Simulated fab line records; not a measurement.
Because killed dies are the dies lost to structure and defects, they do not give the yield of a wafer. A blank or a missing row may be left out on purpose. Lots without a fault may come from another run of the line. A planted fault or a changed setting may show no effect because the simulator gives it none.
Matching of chambers ; flow n5Finfet ; pecvd-02 running N5_BEOL_M2_PECVD_72: 3 sister chambers
The step deposits SiO2 from TEOS/O2, target thk 16 nm, time 18 s. 3 wafers are shown with their chamber, then 8 later ones without.

== EACH WAFER AND ITS CHAMBER ==
wafer;chamber;throttleValvePct (%)
L084.3;1;23.7
L084.6;0;21.4
L085.1;2;22.6

== WAFERS WITH NO CHAMBER GIVEN ==
wafer;throttleValvePct (%)
L085.2;23.6
L085.3;21.5
L094.1;21.5
L094.2;20.6
L094.4;23.9
L097.1;20.9
L097.4;21.4
L097.6;21.0

== THE CHAMBER EACH PASSED THROUGH ==
wafer;from the rows above;in truth
L085.2;1;1
L085.3;0;0
L094.1;0;0
L094.2;0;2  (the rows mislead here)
L094.4;1;1
L097.1;0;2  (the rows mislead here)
L097.4;0;0
L097.6;0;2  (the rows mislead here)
5 of 8 placed correctly. Can't be placed from these rows: 0. 3 placed wrongly.
How it was worked out, from the rows above alone: a wafer's distance from a chamber is the root of the sum, over the readings, of the square of ((its reading less the chamber's mean) divided by the reading's scatter). If the next closest chamber is less than 2 further off than the closest, the wafer can't be placed; otherwise it belongs to the closest. For every chamber, the mean is computed from those of its wafers that are shown. The scatter: root of mean squared gap, hidden wafer to nearest shown wafer, with one shown wafer a chamber.
